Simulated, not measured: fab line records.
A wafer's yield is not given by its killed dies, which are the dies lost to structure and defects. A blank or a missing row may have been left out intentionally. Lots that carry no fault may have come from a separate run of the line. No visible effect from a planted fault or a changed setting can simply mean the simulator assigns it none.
Matching of chambers | flow nand-harc | 3 sister chambers for NHARC_THIN_TSV_DEP_43 on pecvd-03
The step deposits SiO2, target thk 1328.5 nm. 3 wafers are shown with their chamber, then 7 later ones without.

== WAFERS, EACH WITH ITS CHAMBER ==
wafer  | chamber | throttle-valve-pct (%)
L371.6 | 1       | 15.6
L379.3 | 0       | 16.1
L379.5 | 2       | 14.7

== WAFERS WHOSE CHAMBER IS MISSING ==
wafer  | throttle-valve-pct (%)
L379.6 | 15.4
L382.4 | 15.9
L382.5 | 16.4
L382.6 | 15.2
L391.2 | 14.5
L391.4 | 15.1
L391.5 | 16.4

== CHAMBER TAKEN BY EACH ==
wafer  | from the rows above          | in truth
L379.6 | can't be placed: 1 or 0 or 2 | 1
L382.4 | can't be placed: 0 or 1      | 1
L382.5 | can't be placed: 0 or 1      | 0
L382.6 | can't be placed: 1 or 2 or 0 | 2
L391.2 | 2                            | 2
L391.4 | can't be placed: 2 or 1      | 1
L391.5 | can't be placed: 0 or 1      | 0
Correctly placed: 1 of 7. Can't be placed from these rows: 6 (the true chamber is among the candidates in 6). Number placed wrongly: 0.
How it was worked out, from the rows above alone: a wafer's distance from a chamber is the root of the sum, over the readings, of the square of ((its reading less the chamber's mean) divided by the reading's scatter). The wafer belongs to the nearest chamber; if the next one is less than 2 further off, it can't be placed. Each chamber's mean is taken over the wafers shown for it. The scatter (one wafer shown for each chamber): square how far every hidden wafer sits from the nearest shown wafer, average those squares and take the square root.
